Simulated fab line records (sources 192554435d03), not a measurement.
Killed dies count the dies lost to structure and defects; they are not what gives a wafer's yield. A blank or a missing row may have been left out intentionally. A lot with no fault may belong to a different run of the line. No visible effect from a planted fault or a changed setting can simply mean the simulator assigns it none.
Matching of chambers -- flow n5Finfet -- N5_BEOL_M8_ETCH_72 on rieDiel-04 has 4 sister chambers
The step etches underlayer in N2/H2, target depth 6.5 nm, time 5.2 s. 4 wafers are shown with their chamber, then 12 later ones without.

== WAFERS, EACH WITH ITS CHAMBER ==
wafer,chamber,drypumpMotorCurrentA (A)
L084.1,1,5.5
L084.3,3,5.5
L088.1,2,5.2
L088.4,0,6.2

== WAFERS WITH NO CHAMBER GIVEN ==
wafer,drypumpMotorCurrentA (A)
L091.2,5.1
L091.5,5.1
L091.6,5.5
L092.1,6.3
L092.4,5.5
L092.6,5.2
L094.1,6.2
L094.2,5.5
L094.6,5.5
L097.1,5.1
L097.2,5.5
L097.5,5.1

== THE CHAMBER EACH PASSED THROUGH ==
wafer,from the rows above,in truth
L091.2,2,2
L091.5,2,2
L091.6,can't be placed: 1 or 3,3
L092.1,0,0
L092.4,can't be placed: 1 or 3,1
L092.6,2,2
L094.1,0,0
L094.2,can't be placed: 1 or 3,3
L094.6,can't be placed: 1 or 3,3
L097.1,2,2
L097.2,can't be placed: 1 or 3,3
L097.5,2,2
Correct placement for 7 of the 12. These rows do not allow placing 5 (true chamber among the candidates in 5). Number placed wrongly: 0.
How it was worked out, from the rows above alone: a wafer's distance from a chamber is the root of the sum, over the readings, of the square of ((its reading less the chamber's mean) divided by the reading's scatter). The wafer belongs to the nearest chamber; if the next one is less than 2 further off, it can't be placed. The mean given for a chamber averages the wafers shown for that chamber. The scatter (one wafer shown for each chamber): square how far every hidden wafer sits from the nearest shown wafer, average those squares and take the square root.
